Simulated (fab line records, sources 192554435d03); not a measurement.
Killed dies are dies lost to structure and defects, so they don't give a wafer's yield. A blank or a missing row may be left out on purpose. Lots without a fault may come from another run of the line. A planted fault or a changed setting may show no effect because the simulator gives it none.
Chamber matching | flow n5_finfet | N5_MOL_CONTACT_COAG_ETCH_110 on rie_diel-04: 4 sister chambers
The step etches Si in CF4/O2, target depth 2.5 nm, time 8 s. 4 wafers are shown with their chamber, then 12 later ones without.

WAFERS WITH THEIR CHAMBER
wafer  | chamber | throttle_valve_pct (%)
L088.6 | 2       | 11.13
L090.1 | 0       | 10.75
L090.2 | 3       | 10.81
L090.3 | 1       | 10.48

WAFERS WITHOUT THEIR CHAMBER
wafer  | throttle_valve_pct (%)
L091.2 | 10.85
L091.4 | 10.79
L091.5 | 10.78
L092.1 | 11.13
L092.4 | 10.77
L092.6 | 10.79
L094.1 | 10.81
L094.2 | 10.47
L094.5 | 10.49
L095.2 | 10.85
L095.3 | 10.49
L095.5 | 11.15

WHICH CHAMBER EACH WENT THROUGH
wafer  | from the rows above     | in truth
L091.2 | 3                       | 3
L091.4 | can't be placed: 3 or 0 | 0
L091.5 | can't be placed: 0 or 3 | 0
L092.1 | 2                       | 2
L092.4 | can't be placed: 0 or 3 | 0
L092.6 | can't be placed: 3 or 0 | 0
L094.1 | 3                       | 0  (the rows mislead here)
L094.2 | 1                       | 1
L094.5 | 1                       | 1
L095.2 | 3                       | 3
L095.3 | 1                       | 1
L095.5 | 2                       | 2
Placed correctly: 7 of 12. Can't be placed from these rows: 4 (the true chamber is among the candidates in 4). Placed wrongly: 1.
How it was worked out, from the rows above alone: a wafer's distance from a chamber is the root of the sum, over the readings, of the square of ((its reading less the chamber's mean) divided by the reading's scatter). The wafer belongs to the nearest chamber; if the next one is less than 2 further off, it can't be placed. A chamber's mean is the mean of its shown wafers. The scatter: with one shown wafer a chamber, the root of the mean of the squares of how far each hidden wafer lies from its nearest shown one.
